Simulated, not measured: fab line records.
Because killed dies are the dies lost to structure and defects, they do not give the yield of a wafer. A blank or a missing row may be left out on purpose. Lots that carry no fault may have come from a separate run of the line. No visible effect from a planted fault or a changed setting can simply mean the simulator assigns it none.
A struck lot beside a sound one / flow n5Finfet / 25 out of 1938 route steps
Sound: the wafers L312.2, L312.4, L312.6. Wafers L318.2, L318.3, L318.4 were the ones struck. The cause comes at the end.
Per side, at each step with rows, come the tool, then ch with its chambers, and then its first start. Under that, the readings that differ: sound wafers / struck wafers / difference of the means / sigmas: that difference in standard deviations of wafers without a fault.
alike: readings whose means differ by less than 2 such deviations, and words and numbers that are the same on both sides. not compared: withheld readings, readings that some wafer has no value for, bounds like >300 that may hide the same value, and numbers for which the record gives no deviation and whose values overlap.
The two part at a step that has a row with sigmas, a row that says differs or no value, or rows on one side only. Numbers that don't overlap but have no deviation are shown without sigmas and don't part them. A reading that every wafer of one side lacks parts them only if that side has two wafers or more.

first, 10 steps without rows for these wafers: N5_DUMMY_GATE_UV_OZONE_45 (time 120 s); N5_SPACER0_ALD_07 (deposits SiNx, target thk 2 nm); N5_SPACER0_ALD_00 (deposits SiOCN, target thk 3.5 nm, pulse time 3 s, purge time 2 s); N5_SPACER0_ALD_08 (deposits SiNx, target thk 2 nm); N5_SD_EPI_N_COAT_32 (time 60 s, resist thk 350 nm); N5_SD_EPI_N_COAT_33 (time 60 s, resist thk 35 nm); N5_SD_EPI_N_COAT_03 (resist thk 150 nm); N5_SD_EPI_N_EBR_05; N5_SD_EPI_N_SOFTBAKE_04 (time 60 s); N5_SD_EPI_N_EXPOSE_06 (exposes mask SD N BLK, target cd 120 nm).
N5_SD_EPI_N_PEB_07: peb time 60 s.
  sound on lithoTrack-02 ch 0, day 4 00:37; struck on lithoTrack-02 ch 0, day 5 15:55
reading=heaterPowerTotalW (W); sound=177.3 173.0 175.1; struck=190.4 187.4 191.1; difference=+14.5; sigmas=+9
  alike: resistLineTempC
then, 1 step without rows for these wafers: N5_SD_EPI_N_DEVELOP_08 (develop time 30 s).
N5_SD_EPI_N_CD_MEAS_09: the cd target is 120 nm.
  sound on cdSem-02 ch 0, day 4 00:41; struck on cdSem-01 ch 0, day 5 15:58
reading=cdNm (nm); sound=120.3 120.0 120.0; struck=115.3 115.4 115.0; difference=-4.9; sigmas=-7
N5_SD_EPI_N_DESCUM_14: chemistry O2, time 7.9 s.
  sound on rieDiel-04 ch 1,3, day 4 00:46; struck on rieDiel-01 ch 0,2,3, day 5 16:17
reading=model.SD_EPI_N.cdNm (nm); sound=120.4 120 120; struck=115.6 115.6 114.6; difference=-4.9; sigmas=
  alike: drypumpMotorCurrentA, oesProductAu, rfVppV, showerheadPlenumPTorr, throttleValvePct
  not compared: rfHoursCounterH
then, 7 steps without rows for these wafers: N5_SD_EPI_N_ETCH_34 (etches SiARC in CF4, target depth 45.5 nm, time 75.8 s); N5_SD_EPI_N_ETCH_35 (etches SOC in N2/H2, overetch 108 nm, time 486 s); N5_SD_EPI_N_STRIP_36 (strips in N2/H2); N5_SD_EPI_N_ETCHBACK_44 (etches SiNx in CH3F/O2, stops on SiO2, target depth 14.5 nm); N5_SD_EPI_N_ETCH_45 (etches SiOCN in CH3F/O2, target depth 6 nm); N5_SD_EPI_N_ETCH_16 (etches SiO2 in CHF3/O2, target depth 5 nm); N5_SD_EPI_N_STRIP_47 (strips in CHF3/O2).
N5_SD_EPI_N_SD_RECESS_17: chemistry HBr/Cl2/O2, target depth 41 nm, time 23.7 s, bt time 3 s.
  sound on rieSi-03 ch 1,3, day 4 01:27; struck on rieSi-03 ch 0,1,3, day 5 16:58
reading=model.SD_EPI_N.cdNm (nm); sound=120.6 119.2 119.6; struck=116.4 115.2 113.4; difference=-4.8; sigmas=
  alike: HBr_flow_sccm, drypumpMotorCurrentA, heBacksideLeakSccm, oesProductAu, throttleValvePct
  not compared: rfHoursCounterH
then, 1 step without rows for these wafers: N5_SD_EPI_N_STRIP_38 (strips in N2/H2).
-- the record jumps here: 6 days lie between the struck wafers' starts before and after (it left off in module SD_EPI_N and takes up again in module BEOL_M4, whose first step shown is number 1111 of the route) --
N5_BEOL_M4_RC_MEAS_101:
  sound on prober-01 ch 0, day 9 00:53; struck on prober-02 ch 0, day 11 14:36
  alike: DIBL_N, DIBL_P, IOFF_N, IOFF_P, ION_N, ION_P, SS_N, SS_P, VT_N, VT_P
-- a jump in the record: the struck wafers' starts before and after are 5 days apart (it breaks off in module BEOL_M4 and resumes in module PASSIVATION, where the first step shown is number 1936 of the route) --
N5_PASSIVATION_PROBE_49:
  the record has rows for the struck wafers here (prober-01, day 16 06:53) and none for the sound ones

## WHERE THEY PART
Earliest at N5_SD_EPI_N_PEB_07; latest, in this record, at N5_PASSIVATION_PROBE_49.

WHY: what had been put in by the simulator
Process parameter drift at N5_SD_EPI_N_PEB_07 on lithoTrack-02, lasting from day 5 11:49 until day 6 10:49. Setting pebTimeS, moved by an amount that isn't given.
